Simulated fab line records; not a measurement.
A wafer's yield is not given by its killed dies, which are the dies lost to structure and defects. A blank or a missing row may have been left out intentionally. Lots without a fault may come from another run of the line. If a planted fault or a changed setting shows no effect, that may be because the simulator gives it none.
One fault seen from 2 desks | flow n5Finfet | only its own numbers are on each desk; what lay behind them is given at the end

== FOR THE TOOL OWNER'S DESK: pecvd-01 ==
The tool's own readings at N5_BEOL_M0_DEP_125 (deposits SiCN from 3MS/NH3, target thk 8 nm, time 14 s): means of the sampled wafers that have a number, for each lot that ran on this tool. A lot is out of limits, marked OUT, if its mean lies more than 4 standard deviations from the usual mean; the brackets give that distance.
Columns: A = showerheadPlenumPTorr at N5_BEOL_M0_DEP_125, usual 3.660 Torr; B = throttleValvePct at N5_BEOL_M0_DEP_125, usual 9.0 %
lot  | first seen here | A     | B
L623 | day 6 00:34     | 3.657 | 9.1
L625 | day 6 06:34     | 3.659 | 8.9
L633 | day 8 14:06     | 3.661 | 9.2
L645 | day 11 21:24    | 3.658 | 9.0
This desk found nothing out of limits on any of the 4 lots.

== METROLOGY DESK ==
Means of the sampled wafers that have a number, per lot and without regard to the tool the lot ran on: this is what the gauges read. A lot is out of limits, marked OUT, if its mean lies more than 4 standard deviations from the usual mean; the brackets give that distance. It has 11 readings; the 7 that lie furthest out on some lot are the ones shown.
Columns: A = DIBL_P at N5_BEOL_M4_RC_MEAS_101, usual 36.3 mV/V; B = IOFF_P at N5_BEOL_M4_RC_MEAS_101, usual 0.210 nA/um; C = ION_N at N5_BEOL_M4_RC_MEAS_101, usual 677 uA/um; D = ION_P at N5_BEOL_M4_RC_MEAS_101, usual 465 uA/um; E = SS_P at N5_BEOL_M4_RC_MEAS_101, usual 73.2 mV/dec; F = VT_N at N5_BEOL_M4_RC_MEAS_101, usual 249.9 mV; G = VT_P at N5_BEOL_M4_RC_MEAS_101, usual -250 mV
lot  | first seen here | A    | B     | C   | D   | E    | F     | G
L623 | day 6 00:38     | 37.6 | 0.218 | 681 | 468 | 73.0 | 250.0 | -250
L625 | day 6 06:38     | 36.3 | 0.230 | 687 | 473 | 73.6 | 246.3 | -247
L633 | day 8 14:09     | 35.0 | 0.214 | 676 | 469 | 72.2 | 252.3 | -247
L639 | day 9 23:31     | 35.5 | 0.172 | 663 | 454 | 73.0 | 252.6 | -256
L645 | day 11 21:28    | 36.2 | 0.210 | 672 | 460 | 73.4 | 249.7 | -252
This desk found nothing out of limits on any of the 5 lots.

== ALL TOGETHER ==
The desk of the tool owner found nothing out of limits.
From the metrology desk's view, nothing was out of limits.

== WHAT THE SIMULATOR HAD INSERTED ==
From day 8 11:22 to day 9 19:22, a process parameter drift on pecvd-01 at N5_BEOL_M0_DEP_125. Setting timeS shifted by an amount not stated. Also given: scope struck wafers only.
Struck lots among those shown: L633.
